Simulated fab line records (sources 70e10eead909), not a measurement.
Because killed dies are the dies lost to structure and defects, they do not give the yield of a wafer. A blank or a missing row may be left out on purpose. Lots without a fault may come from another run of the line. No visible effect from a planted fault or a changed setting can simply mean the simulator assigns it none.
Which tool was responsible? / flow nand harc / Sampling: 6 lots, 18 wafers, 5 of 1159 route steps

== WHAT THE GAUGES READ, wafer by wafer ==
NHARC_END_SORT_01.
lot=L285; measured=day 19 21:23; on=prober-02; killed at periphery=2 1 1
lot=L288; measured=day 21 20:56; on=prober-02; killed at periphery=0 4 1
lot=L292; measured=day 22 13:14; on=prober-02; killed at periphery=3 5 5
lot=L295; measured=day 23 15:14; on=prober-01; killed at periphery=645 645 645
lot=L302; measured=day 24 07:20; on=prober-01; killed at periphery=4 1 1
lot=L304; measured=day 24 23:37; on=prober-02; killed at periphery=2 0 3

== WHICH TOOL RAN EACH LOT (tool, then ch and the chambers of the sampled wafers, then the start) ==
lot=L285; NHARC_P_M0_ETCH_15=rie diel-07 ch 0,1,3, day 7 00:51 or earlier; NHARC_P_M0_DEGAS_28=pvd sputter-01, day 7 00:51; NHARC_P_M0_DEP_32=pecvd-01 ch 0,2, day 7 02:40; NHARC_P_M1_DEP_00=pecvd-02 ch 0,2, day 7 03:05
lot=L288; NHARC_P_M0_ETCH_15=rie diel-11 ch 0,1, day 7 22:38 or earlier; NHARC_P_M0_DEGAS_28=pvd sputter-02, day 7 22:38; NHARC_P_M0_DEP_32=pecvd-02 ch 1,2, day 8 00:25; NHARC_P_M1_DEP_00=pecvd-03 ch 0,2, day 8 00:48
lot=L292; NHARC_P_M0_ETCH_15=rie diel-07 ch 0,3, day 9 00:29 or earlier; NHARC_P_M0_DEGAS_28=pvd sputter-03, day 9 00:29; NHARC_P_M0_DEP_32=pecvd-03 ch 1,2, day 9 02:15; NHARC_P_M1_DEP_00=pecvd-02 ch 0,1,2, day 9 02:40
lot=L295; NHARC_P_M0_ETCH_15=rie diel-07 ch 2,3, day 9 13:36 or earlier; NHARC_P_M0_DEGAS_28=pvd sputter-01, day 9 13:36; NHARC_P_M0_DEP_32=pecvd-01 ch 1,2, day 9 15:17; NHARC_P_M1_DEP_00=pecvd-01 ch 0,1,2, day 9 15:44
lot=L302; NHARC_P_M0_ETCH_15=rie diel-11 ch 2,3, day 10 20:31 or earlier; NHARC_P_M0_DEGAS_28=pvd sputter-03, day 10 20:31; NHARC_P_M0_DEP_32=pecvd-02 ch 0,1, day 10 22:15; NHARC_P_M1_DEP_00=pecvd-03 ch 0,1,2, day 10 22:53
lot=L304; NHARC_P_M0_ETCH_15=rie diel-11 ch 0,3, day 11 06:55 or earlier; NHARC_P_M0_DEGAS_28=pvd sputter-02, day 11 06:55; NHARC_P_M0_DEP_32=pecvd-03 ch 0,1, day 11 08:47; NHARC_P_M1_DEP_00=pecvd-02 ch 0,1, day 11 09:23
- NHARC_P_M0_ETCH_15: etches the open film in C4F8/Ar, target depth 150 nm, overetch 15 nm, time 82.5 s.
- NHARC_P_M0_DEGAS_28: time 60 s.
- NHARC_P_M0_DEP_32: deposits SiCN, target thk 30 nm.
- NHARC_P_M1_DEP_00: deposits SiOC, target thk 182.5 nm.

== THE ANSWER, worked out from the rows above alone ==
Rule: the lots themselves supply what counts as usual. Put in order of their means at a reading, lots are off if they are a third of the lots or fewer, leave a main group of 4 or more, and stand apart from it by a gap of 3 or more times the standard deviation of the main group's means; of several such gaps the widest counts. Not used: any main group whose means are identical at the precision the tables above print for the reading. A lot without any number at a reading at which 4 lots or more have one is off too. Any other lot the step has rows for is counted as sound.
Off: L295 (NHARC_END_SORT_01, killed at periphery). The main group has a mean of 2.2 with a standard deviation of 1.1.
If a tool, at a process step before that reading, ran all the lots that are off and no sound lot after the first of them, it fits. Those tools and the gauges at NHARC_END_SORT_01 are tried in the same way. Because NHARC_P_M0_ETCH_15 lacks a start for some lots, the hours and order of its lots are taken from NHARC_P_M0_DEGAS_28. Can't be told from this: 3 tools fit, rie diel-07 at NHARC_P_M0_ETCH_15, pvd sputter-01 at NHARC_P_M0_DEGAS_28, pecvd-01 at NHARC_P_M0_DEP_32 and NHARC_P_M1_DEP_00.

== WHAT THE SIMULATOR HAD PUT IN ==
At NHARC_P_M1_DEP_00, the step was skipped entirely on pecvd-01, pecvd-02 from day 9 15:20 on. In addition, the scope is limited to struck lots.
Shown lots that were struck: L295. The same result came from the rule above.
